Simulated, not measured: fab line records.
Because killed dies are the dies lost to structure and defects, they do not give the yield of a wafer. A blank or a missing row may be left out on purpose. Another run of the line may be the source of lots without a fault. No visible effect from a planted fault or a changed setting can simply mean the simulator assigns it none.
Chamber matching -- flow nand-harc -- NHARC_P_CONTACT_CMP_24 on cmp-04: 4 sister chambers
The step polishes, t overpolish 30 s, target thk 200 nm. 8 wafers are shown with their chamber, then 7 later ones without.

## WAFERS PAIRED WITH THEIR CHAMBERS
wafer,chamber,motor-current-A (A),time-to-endpoint-s (s)
L976.4,3,11.4,36.1
L976.5,3,10.9,33.8
L987.3,1,11.4,42.0
L987.5,1,11.6,41.0
L991.2,2,12.1,41.9
L991.6,0,11.9,39.8
L993.1,2,12.1,36.0
L993.3,0,11.6,41.0

## WAFERS WHOSE CHAMBER IS MISSING
wafer,motor-current-A (A),time-to-endpoint-s (s)
L993.6,10.8,38.7
L995.2,10.6,38.0
L995.4,11.4,40.2
L995.5,12.1,39.2
L996.3,12.1,41.8
L996.4,11.8,37.6
L996.5,11.7,38.8

## THE CHAMBER EACH PASSED THROUGH
wafer,from the rows above,in truth
L993.6,can't be placed: 3 or 1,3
L995.2,can't be placed: 3 or 1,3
L995.4,can't be placed: 1 or 0 or 3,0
L995.5,can't be placed: 2 or 0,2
L996.3,can't be placed: 2 or 0 or 1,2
L996.4,can't be placed: 0 or 2 or 1 or 3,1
L996.5,can't be placed: 0 or 1 or 2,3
Correct placement for 0 of the 7. Unplaceable from these rows: 7, with the true chamber sitting among the candidates in 6. 0 placed wrongly.
How it was worked out, from the rows above alone: a wafer's distance from a chamber is the root of the sum, over the readings, of the square of ((its reading less the chamber's mean) divided by the reading's scatter). The wafer belongs to the nearest chamber; if the next one is less than 2 further off, it can't be placed. For every chamber, the mean is computed from those of its wafers that are shown. The scatter is the square root of a quotient: the sum, over the shown wafers, of each reading's squared deviation from its chamber's mean, divided by wafers minus chambers.
